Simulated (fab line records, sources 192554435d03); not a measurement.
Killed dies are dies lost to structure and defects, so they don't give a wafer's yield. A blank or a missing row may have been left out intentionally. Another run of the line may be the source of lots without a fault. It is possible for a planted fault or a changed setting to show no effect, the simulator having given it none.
What tool caused it? || flow n5-finfet || 31 wafers from 11 lots sampled at 5 of the route's 1938 steps

== WHAT THE GAUGES SHOWED, per wafer ==
N5_BEOL_M4_RC_MEAS_101. Usual: DIBL_N 35.9 mV/V, standard deviation 1.6; DIBL_P 35.6 mV/V, standard deviation 2.1; IOFF_N 0.149 nA/um, standard deviation 0.029; IOFF_P 0.20 nA/um, standard deviation 0.033; ION_N 671 uA/um, standard deviation 11; ION_P 460 uA/um, standard deviation 7.3; SS_N 71.4 mV/dec, standard deviation 0.62; SS_P 73.2 mV/dec, standard deviation 0.65; VT_N 251 mV, standard deviation 3.1; VT_P -251 mV, standard deviation 3.4.
{"lot": "L800", "measured": "day 8 12:00", "on": "prober-01", "DIBL_N (mV/V)": "34.8 35.9 33.8", "DIBL_P (mV/V)": "36.8 38.6 35.6", "IOFF_N (nA/um)": "0.153 0.169 0.124", "IOFF_P (nA/um)": "0.19 0.20 0.17", "ION_N (uA/um)": "687 676 654", "ION_P (uA/um)": "462 455 454", "SS_N (mV/dec)": "71.7 72.1 71.4", "SS_P (mV/dec)": "73.5 73.4 72.9", "VT_N (mV)": "252 252 260", "VT_P (mV)": "-255 -253 -256", "flag": ""}
{"lot": "L801", "measured": "day 8 14:39", "on": "prober-02", "DIBL_N (mV/V)": "35.5 34.7", "DIBL_P (mV/V)": "36.8 35.0", "IOFF_N (nA/um)": "0.138 0.136", "IOFF_P (nA/um)": "0.18 0.16", "ION_N (uA/um)": "668 668", "ION_P (uA/um)": "454 452", "SS_N (mV/dec)": "71.2 71.5", "SS_P (mV/dec)": "73.5 72.3", "VT_N (mV)": "251 253", "VT_P (mV)": "-256 -256", "flag": ""}
{"lot": "L802", "measured": "day 9 00:58", "on": "prober-02", "DIBL_N (mV/V)": "34.9 32.3 33.7", "DIBL_P (mV/V)": "35.5 33.0 34.1", "IOFF_N (nA/um)": "0.133 0.114 0.122", "IOFF_P (nA/um)": "0.19 0.16 0.18", "ION_N (uA/um)": "665 669 667", "ION_P (uA/um)": "451 456 464", "SS_N (mV/dec)": "71.9 70.5 70.7", "SS_P (mV/dec)": "72.9 73.0 72.4", "VT_N (mV)": "252 254 252", "VT_P (mV)": "-251 -253 -254", "flag": ""}
{"lot": "L803", "measured": "day 9 07:43", "on": "prober-02", "DIBL_N (mV/V)": "35.4 34.4 36.6", "DIBL_P (mV/V)": "33.4 31.4 34.7", "IOFF_N (nA/um)": "0.133 0.114 0.152", "IOFF_P (nA/um)": "0.18 0.15 0.19", "ION_N (uA/um)": "668 664 677", "ION_P (uA/um)": "459 456 459", "SS_N (mV/dec)": "70.8 71.0 71.3", "SS_P (mV/dec)": "72.8 72.5 73.8", "VT_N (mV)": "251 254 250", "VT_P (mV)": "-251 -254 -251", "flag": ""}
{"lot": "L807", "measured": "day 10 06:55", "on": "prober-01", "DIBL_N (mV/V)": "32.7 35.6", "DIBL_P (mV/V)": "32.2 35.6", "IOFF_N (nA/um)": "0.106 0.159", "IOFF_P (nA/um)": "0.16 0.21", "ION_N (uA/um)": "651 677", "ION_P (uA/um)": "456 472", "SS_N (mV/dec)": "70.9 70.7", "SS_P (mV/dec)": "72.7 73.2", "VT_N (mV)": "256 247", "VT_P (mV)": "-254 -247", "flag": ""}
{"lot": "L808", "measured": "day 10 14:43", "on": "prober-01", "DIBL_N (mV/V)": "36.8 38.7 37.9", "DIBL_P (mV/V)": "37.4 39.8 38.5", "IOFF_N (nA/um)": "0.169 0.216 0.199", "IOFF_P (nA/um)": "0.20 0.25 0.23", "ION_N (uA/um)": "676 690 692", "ION_P (uA/um)": "460 467 472", "SS_N (mV/dec)": "71.2 72.4 71.8", "SS_P (mV/dec)": "72.9 74.5 74.5", "VT_N (mV)": "247 246 245", "VT_P (mV)": "-252 -249 -250", "flag": ""}
{"lot": "L810", "measured": "day 10 17:42", "on": "prober-02", "DIBL_N (mV/V)": "37.6 37.4 33.8", "DIBL_P (mV/V)": "37.5 37.5 32.5", "IOFF_N (nA/um)": "0.173 0.169 0.115", "IOFF_P (nA/um)": "0.20 0.19 0.14", "ION_N (uA/um)": "676 675 655", "ION_P (uA/um)": "456 458 450", "SS_N (mV/dec)": "71.4 71.1 70.4", "SS_P (mV/dec)": "73.9 73.7 72.9", "VT_N (mV)": "248 248 251", "VT_P (mV)": "-255 -254 -256", "flag": ""}
{"lot": "L809", "measured": "day 10 20:29", "on": "prober-01", "DIBL_N (mV/V)": "37.3 34.3 36.1", "DIBL_P (mV/V)": "35.7 32.8 35.5", "IOFF_N (nA/um)": "0.166 0.124 0.151", "IOFF_P (nA/um)": "0.25 0.20 0.24", "ION_N (uA/um)": "657 670 660", "ION_P (uA/um)": "460 469 459", "SS_N (mV/dec)": "72.1 70.5 71.3", "SS_P (mV/dec)": "73.9 72.4 73.4", "VT_N (mV)": "250 252 250", "VT_P (mV)": "-248 -249 -249", "flag": ""}
{"lot": "L818", "measured": "day 12 19:22", "on": "prober-01", "DIBL_N (mV/V)": "35.7 33.7 36.3", "DIBL_P (mV/V)": "34.9 32.6 35.9", "IOFF_N (nA/um)": "0.132 0.110 0.150", "IOFF_P (nA/um)": "0.20 0.17 0.21", "ION_N (uA/um)": "672 651 664", "ION_P (uA/um)": "465 454 453", "SS_N (mV/dec)": "72.0 70.9 71.7", "SS_P (mV/dec)": "73.4 72.2 73.2", "VT_N (mV)": "254 254 252", "VT_P (mV)": "-250 -249 -248", "flag": ""}
{"lot": "L819", "measured": "day 13 00:59", "on": "prober-02", "DIBL_N (mV/V)": "36.6 35.3 35.5", "DIBL_P (mV/V)": "35.6 35.2 34.1", "IOFF_N (nA/um)": "0.183 0.175 0.161", "IOFF_P (nA/um)": "0.23 0.23 0.20", "ION_N (uA/um)": "677 686 670", "ION_P (uA/um)": "466 469 457", "SS_N (mV/dec)": "72.1 71.3 72.1", "SS_P (mV/dec)": "73.3 73.8 73.5", "VT_N (mV)": "245 245 248", "VT_P (mV)": "-249 -248 -251", "flag": ""}
{"lot": "L820", "measured": "day 13 12:37", "on": "prober-02", "DIBL_N (mV/V)": "36.8 38.7 39.1", "DIBL_P (mV/V)": "35.2 38.1 38.4", "IOFF_N (nA/um)": "0.157 0.199 0.213", "IOFF_P (nA/um)": "0.21 0.26 0.27", "ION_N (uA/um)": "681 683 697", "ION_P (uA/um)": "468 467 475", "SS_N (mV/dec)": "70.7 71.9 72.5", "SS_P (mV/dec)": "73.0 73.8 74.2", "VT_N (mV)": "253 245 244", "VT_P (mV)": "-250 -244 -248", "flag": ""}

N5_BEOL_M15_THK_MEAS_50: measures by xrf. Usual: M15_THK typically reads 809 nm, with standard deviation 19.
{"lot": "L800", "measured": "day 11 20:43", "on": "film-metro-01", "M15_THK (nm)": "795 860 825", "flag": ""}
{"lot": "L801", "measured": "day 12 07:30", "on": "film-metro-02", "M15_THK (nm)": "799 793", "flag": ""}
{"lot": "L802", "measured": "day 12 15:38", "on": "film-metro-02", "M15_THK (nm)": "793 820 798", "flag": ""}
{"lot": "L803", "measured": "day 12 19:25", "on": "film-metro-01", "M15_THK (nm)": "837 850 846", "flag": ""}
{"lot": "L807", "measured": "day 13 13:25", "on": "film-metro-01", "M15_THK (nm)": "815 824", "flag": ""}
{"lot": "L808", "measured": "day 13 20:29", "on": "film-metro-02", "M15_THK (nm)": "813 808 832", "flag": ""}
{"lot": "L810", "measured": "day 14 06:37", "on": "film-metro-02", "M15_THK (nm)": "803 805 832", "flag": ""}
{"lot": "L809", "measured": "day 14 07:25", "on": "film-metro-01", "M15_THK (nm)": "800 797 806", "flag": ""}
{"lot": "L818", "measured": "day 16 12:33", "on": "film-metro-02", "M15_THK (nm)": "769 801 814", "flag": ""}
{"lot": "L819", "measured": "day 16 15:04", "on": "film-metro-01", "M15_THK (nm)": "824 792 790", "flag": ""}
{"lot": "L820", "measured": "day 16 21:16", "on": "film-metro-02", "M15_THK (nm)": "781 803 785", "flag": ""}

N5_PASSIVATION_INSPECT_64: inspects for defects (macro). Usual: raw-defect-count reads 2.0 (standard deviation 1.3).
{"lot": "L800", "measured": "day 12 06:37", "on": "defect-inspect-02", "raw-defect-count": "1 1 0", "flag": ""}
{"lot": "L801", "measured": "day 12 15:35", "on": "defect-inspect-01", "raw-defect-count": "2 2", "flag": ""}
{"lot": "L802", "measured": "day 13 01:35", "on": "defect-inspect-01", "raw-defect-count": "1 1 1", "flag": ""}
{"lot": "L803", "measured": "day 13 05:10", "on": "defect-inspect-02", "raw-defect-count": "1 3 2", "flag": ""}
{"lot": "L807", "measured": "day 14 00:48", "on": "defect-inspect-02", "raw-defect-count": "2 3", "flag": ""}
{"lot": "L808", "measured": "day 14 11:18", "on": "defect-inspect-01", "raw-defect-count": "1 4 3", "flag": ""}
{"lot": "L810", "measured": "day 14 14:06", "on": "defect-inspect-01", "raw-defect-count": "1 1", "flag": ""}
{"lot": "L809", "measured": "day 14 15:29", "on": "defect-inspect-01", "raw-defect-count": "5 1", "flag": ""}
{"lot": "L818", "measured": "day 16 21:48", "on": "defect-inspect-02", "raw-defect-count": "0 0 4", "flag": ""}
{"lot": "L819", "measured": "day 17 02:26", "on": "defect-inspect-01", "raw-defect-count": "1 1 2", "flag": ""}
{"lot": "L820", "measured": "day 17 05:55", "on": "defect-inspect-02", "raw-defect-count": "5 3 2", "flag": ""}

== TOOL THAT RAN EACH LOT (tool first, then ch and the chambers of the sampled wafers, then the start) ==
{"lot": "L800", "N5_PASSIVATION_PECVD_00": "pecvd-04 ch 0,2, day 11 21:53", "N5_PASSIVATION_SPUTTER_20": "pvd-sputter-01, day 12 05:59"}
{"lot": "L801", "N5_PASSIVATION_PECVD_00": "pecvd-01 ch 1,2, day 12 08:39", "N5_PASSIVATION_SPUTTER_20": "pvd-sputter-01, day 12 14:58"}
{"lot": "L802", "N5_PASSIVATION_PECVD_00": "pecvd-04 ch 0,2, day 12 16:50", "N5_PASSIVATION_SPUTTER_20": "pvd-sputter-01, day 13 00:50"}
{"lot": "L803", "N5_PASSIVATION_PECVD_00": "pecvd-03 ch 0,1,2, day 12 20:34", "N5_PASSIVATION_SPUTTER_20": "pvd-sputter-02, day 13 04:32"}
{"lot": "L807", "N5_PASSIVATION_PECVD_00": "pecvd-01 ch 1,2, day 13 14:34", "N5_PASSIVATION_SPUTTER_20": "pvd-sputter-01, day 14 00:02"}
{"lot": "L808", "N5_PASSIVATION_PECVD_00": "pecvd-04 ch 0,1, day 13 21:41", "N5_PASSIVATION_SPUTTER_20": "pvd-sputter-01, day 14 04:58"}
{"lot": "L810", "N5_PASSIVATION_PECVD_00": "pecvd-03 ch 0,1,2, day 14 07:46", "N5_PASSIVATION_SPUTTER_20": "pvd-sputter-01, day 14 13:29"}
{"lot": "L809", "N5_PASSIVATION_PECVD_00": "pecvd-04 ch 0,1, day 14 08:34", "N5_PASSIVATION_SPUTTER_20": "pvd-sputter-01, day 14 14:52"}
{"lot": "L818", "N5_PASSIVATION_PECVD_00": "pecvd-04 ch 0,1,2, day 16 13:42", "N5_PASSIVATION_SPUTTER_20": "pvd-sputter-03, day 16 21:02"}
{"lot": "L819", "N5_PASSIVATION_PECVD_00": "pecvd-03 ch 0,1,2, day 16 16:32", "N5_PASSIVATION_SPUTTER_20": "pvd-sputter-02, day 17 01:49"}
{"lot": "L820", "N5_PASSIVATION_PECVD_00": "pecvd-01 ch 1,2, day 16 22:24", "N5_PASSIVATION_SPUTTER_20": "pvd-sputter-02, day 17 05:17"}
- N5_PASSIVATION_PECVD_00: deposits SiO2 from SiH4/N2O, target thk 200 nm, time 11.2 s.
- N5_PASSIVATION_SPUTTER_20: material TaN, target thk 50 nm.

== AS READ BY THE TOOLS THEMSELVES (means over the sampled wafers that have a number; for cases with no such wafer, the mark the record gives instead) ==
N5_PASSIVATION_PECVD_00. Usual: heater-power-w 720 W, standard deviation 100; showerhead-plenum-p-Torr 8.12 Torr, standard deviation 0.054; susceptor-temp-C 400.00 C, standard deviation 0.21; throttle-valve-pct 51 %, standard deviation 3.6.
{"lot": "L800", "tool": "pecvd-04", "heater-power-w (W)": 763, "showerhead-plenum-p-Torr (Torr)": 8.10, "susceptor-temp-C (C)": 399.88, "throttle-valve-pct (%)": 53, "flag": ""}
{"lot": "L801", "tool": "pecvd-01", "heater-power-w (W)": 747, "showerhead-plenum-p-Torr (Torr)": 8.14, "susceptor-temp-C (C)": 399.99, "throttle-valve-pct (%)": 52, "flag": ""}
{"lot": "L802", "tool": "pecvd-04", "heater-power-w (W)": 782, "showerhead-plenum-p-Torr (Torr)": 8.11, "susceptor-temp-C (C)": 399.93, "throttle-valve-pct (%)": 51, "flag": ""}
{"lot": "L803", "tool": "pecvd-03", "heater-power-w (W)": 677, "showerhead-plenum-p-Torr (Torr)": 8.12, "susceptor-temp-C (C)": 399.77, "throttle-valve-pct (%)": 50, "flag": ""}
{"lot": "L807", "tool": "pecvd-01", "heater-power-w (W)": 669, "showerhead-plenum-p-Torr (Torr)": 8.16, "susceptor-temp-C (C)": 399.97, "throttle-valve-pct (%)": 52, "flag": ""}
{"lot": "L808", "tool": "pecvd-04", "heater-power-w (W)": 808, "showerhead-plenum-p-Torr (Torr)": 8.09, "susceptor-temp-C (C)": 400.22, "throttle-valve-pct (%)": 54, "flag": ""}
{"lot": "L810", "tool": "pecvd-03", "heater-power-w (W)": 642, "showerhead-plenum-p-Torr (Torr)": 8.12, "susceptor-temp-C (C)": 400.11, "throttle-valve-pct (%)": 50, "flag": ""}
{"lot": "L809", "tool": "pecvd-04", "heater-power-w (W)": 727, "showerhead-plenum-p-Torr (Torr)": 8.08, "susceptor-temp-C (C)": 400.16, "throttle-valve-pct (%)": 54, "flag": ""}
{"lot": "L818", "tool": "pecvd-04", "heater-power-w (W)": 773, "showerhead-plenum-p-Torr (Torr)": 8.11, "susceptor-temp-C (C)": 400.21, "throttle-valve-pct (%)": 53, "flag": ""}
{"lot": "L819", "tool": "pecvd-03", "heater-power-w (W)": 715, "showerhead-plenum-p-Torr (Torr)": 8.12, "susceptor-temp-C (C)": 400.25, "throttle-valve-pct (%)": 50, "flag": ""}
{"lot": "L820", "tool": "pecvd-01", "heater-power-w (W)": 765, "showerhead-plenum-p-Torr (Torr)": 8.16, "susceptor-temp-C (C)": 400.02, "throttle-valve-pct (%)": 50, "flag": ""}

N5_PASSIVATION_SPUTTER_20. Usual: susceptor-temp-C 24.99 C, standard deviation 0.11; throttle-valve-pct 29.9 %, standard deviation 1.3.
{"lot": "L800", "tool": "pvd-sputter-01", "susceptor-temp-C (C)": 24.98, "throttle-valve-pct (%)": 30.3, "flag": ""}
{"lot": "L801", "tool": "pvd-sputter-01", "susceptor-temp-C (C)": 24.92, "throttle-valve-pct (%)": 30.2, "flag": ""}
{"lot": "L802", "tool": "pvd-sputter-01", "susceptor-temp-C (C)": 25.07, "throttle-valve-pct (%)": 29.8, "flag": ""}
{"lot": "L803", "tool": "pvd-sputter-02", "susceptor-temp-C (C)": 24.94, "throttle-valve-pct (%)": 29.6, "flag": ""}
{"lot": "L807", "tool": "pvd-sputter-01", "susceptor-temp-C (C)": 24.90, "throttle-valve-pct (%)": 29.1, "flag": ""}
{"lot": "L808", "tool": "pvd-sputter-01", "susceptor-temp-C (C)": 24.93, "throttle-valve-pct (%)": 29.4, "flag": ""}
{"lot": "L810", "tool": "pvd-sputter-01", "susceptor-temp-C (C)": 25.02, "throttle-valve-pct (%)": 29.7, "flag": ""}
{"lot": "L809", "tool": "pvd-sputter-01", "susceptor-temp-C (C)": 25.01, "throttle-valve-pct (%)": 30.4, "flag": ""}
{"lot": "L818", "tool": "pvd-sputter-03", "susceptor-temp-C (C)": 25.03, "throttle-valve-pct (%)": 30.8, "flag": ""}
{"lot": "L819", "tool": "pvd-sputter-02", "susceptor-temp-C (C)": 24.92, "throttle-valve-pct (%)": 29.6, "flag": ""}
{"lot": "L820", "tool": "pvd-sputter-02", "susceptor-temp-C (C)": 25.12, "throttle-valve-pct (%)": 27.9, "flag": ""}

== THE ANSWER, worked out from the rows above alone ==
Rule: a lot is off if the mean of its wafers that have a number lies more than 3 standard deviations from the usual mean. Also off: a lot with no number at a reading for which 4 or more lots have one. Any other lot the step has rows for is counted as sound. First the gauges in route order, then the tools' own readings, where a lot's mean is used as printed above. At the first step where some lot is off, the reading lying furthest off is the one used; lots without a number count as furthest.
No lot is off at any reading shown: from this, nothing can be told.

== WHAT HAD BEEN PUT IN BY THE SIMULATOR ==
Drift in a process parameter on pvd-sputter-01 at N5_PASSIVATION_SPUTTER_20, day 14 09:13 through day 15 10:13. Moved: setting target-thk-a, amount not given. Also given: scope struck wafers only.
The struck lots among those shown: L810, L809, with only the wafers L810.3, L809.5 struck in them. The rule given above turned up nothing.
